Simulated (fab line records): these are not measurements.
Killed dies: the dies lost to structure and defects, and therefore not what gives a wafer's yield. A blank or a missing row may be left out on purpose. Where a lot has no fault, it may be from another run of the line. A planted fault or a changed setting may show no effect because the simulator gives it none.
Chamber matching || flow n5 finfet || N5_SD_EPI_P_ETCH_16 on rie diel-06: 4 sister chambers
The step etches SiO2 in CHF3/O2, target depth 5 nm. 16 wafers are shown with their chamber, then 8 later ones without.

## EACH WAFER AND ITS CHAMBER
{"wafer": "L076.1", "chamber": 0, "throttle valve pct (%)": 19.30, "showerhead plenum p Torr (Torr)": 2.41, "rf vpp V (V)": 531}
{"wafer": "L076.2", "chamber": 3, "throttle valve pct (%)": 19.16, "showerhead plenum p Torr (Torr)": 2.31, "rf vpp V (V)": 512}
{"wafer": "L076.5", "chamber": 0, "throttle valve pct (%)": 19.32, "showerhead plenum p Torr (Torr)": 2.41, "rf vpp V (V)": 531}
{"wafer": "L078.1", "chamber": 2, "throttle valve pct (%)": 18.77, "showerhead plenum p Torr (Torr)": 2.35, "rf vpp V (V)": 521}
{"wafer": "L078.4", "chamber": 1, "throttle valve pct (%)": 18.97, "showerhead plenum p Torr (Torr)": 2.45, "rf vpp V (V)": 514}
{"wafer": "L078.6", "chamber": 0, "throttle valve pct (%)": 19.32, "showerhead plenum p Torr (Torr)": 2.41, "rf vpp V (V)": 531}
{"wafer": "L079.2", "chamber": 3, "throttle valve pct (%)": 19.16, "showerhead plenum p Torr (Torr)": 2.30, "rf vpp V (V)": 512}
{"wafer": "L079.3", "chamber": 0, "throttle valve pct (%)": 19.30, "showerhead plenum p Torr (Torr)": 2.41, "rf vpp V (V)": 531}
{"wafer": "L079.4", "chamber": 2, "throttle valve pct (%)": 18.78, "showerhead plenum p Torr (Torr)": 2.35, "rf vpp V (V)": 520}
{"wafer": "L080.1", "chamber": 1, "throttle valve pct (%)": 18.98, "showerhead plenum p Torr (Torr)": 2.44, "rf vpp V (V)": 512}
{"wafer": "L080.3", "chamber": 2, "throttle valve pct (%)": 18.77, "showerhead plenum p Torr (Torr)": 2.35, "rf vpp V (V)": 521}
{"wafer": "L080.4", "chamber": 0, "throttle valve pct (%)": 19.32, "showerhead plenum p Torr (Torr)": 2.41, "rf vpp V (V)": 533}
{"wafer": "L082.1", "chamber": 2, "throttle valve pct (%)": 18.79, "showerhead plenum p Torr (Torr)": 2.35, "rf vpp V (V)": 520}
{"wafer": "L082.5", "chamber": 0, "throttle valve pct (%)": 19.32, "showerhead plenum p Torr (Torr)": 2.41, "rf vpp V (V)": 530}
{"wafer": "L082.6", "chamber": 3, "throttle valve pct (%)": 19.17, "showerhead plenum p Torr (Torr)": 2.30, "rf vpp V (V)": 510}
{"wafer": "L085.1", "chamber": 2, "throttle valve pct (%)": 18.78, "showerhead plenum p Torr (Torr)": 2.34, "rf vpp V (V)": 521}

SIGNATURES, as means of the wafers listed above
{"reading": "throttle valve pct", "chamber 0": 19.3133, "chamber 1": 18.9750, "chamber 2": 18.7780, "chamber 3": 19.1633, "scatter within a chamber": 0.0088}
{"reading": "showerhead plenum p Torr", "chamber 0": 2.4100, "chamber 1": 2.4450, "chamber 2": 2.3480, "chamber 3": 2.3033, "scatter within a chamber": 0.00405}
{"reading": "rf vpp V", "chamber 0": 531.17, "chamber 1": 513.00, "chamber 2": 520.60, "chamber 3": 511.33, "scatter within a chamber": 0.944}
Rule: for a wafer and a chamber, the distance is found by dividing, reading by reading, the gap between the wafer's reading and the chamber's mean by the reading's scatter, squaring, summing and taking the root. The wafer belongs to the nearest chamber; if the next one is less than 2 further off, it can't be placed. The scatter: take each reading less its chamber's mean, square it, sum over the shown wafers, divide by the number of wafers less the number of chambers, and take the root.

## WAFERS WITHOUT THEIR CHAMBER
{"wafer": "L085.3", "throttle valve pct (%)": 19.00, "showerhead plenum p Torr (Torr)": 2.44, "rf vpp V (V)": 512}
{"wafer": "L085.6", "throttle valve pct (%)": 19.00, "showerhead plenum p Torr (Torr)": 2.44, "rf vpp V (V)": 512}
{"wafer": "L086.3", "throttle valve pct (%)": 19.32, "showerhead plenum p Torr (Torr)": 2.40, "rf vpp V (V)": 530}
{"wafer": "L086.4", "throttle valve pct (%)": 19.18, "showerhead plenum p Torr (Torr)": 2.30, "rf vpp V (V)": 511}
{"wafer": "L086.5", "throttle valve pct (%)": 18.79, "showerhead plenum p Torr (Torr)": 2.34, "rf vpp V (V)": 520}
{"wafer": "L097.4", "throttle valve pct (%)": 19.19, "showerhead plenum p Torr (Torr)": 2.29, "rf vpp V (V)": 512}
{"wafer": "L097.5", "throttle valve pct (%)": 19.21, "showerhead plenum p Torr (Torr)": 2.29, "rf vpp V (V)": 511}
{"wafer": "L097.6", "throttle valve pct (%)": 18.84, "showerhead plenum p Torr (Torr)": 2.34, "rf vpp V (V)": 521}

## THE CHAMBER EACH PASSED THROUGH
{"wafer": "L085.3", "from the rows above": 1, "in truth": 1}
{"wafer": "L085.6", "from the rows above": 1, "in truth": 1}
{"wafer": "L086.3", "from the rows above": 0, "in truth": 0}
{"wafer": "L086.4", "from the rows above": 3, "in truth": 3}
{"wafer": "L086.5", "from the rows above": 2, "in truth": 2}
{"wafer": "L097.4", "from the rows above": 3, "in truth": 3}
{"wafer": "L097.5", "from the rows above": 3, "in truth": 3}
{"wafer": "L097.6", "from the rows above": 2, "in truth": 2}
8 of 8 placed correctly. Number that these rows cannot place: 0. Placed wrongly: 0.
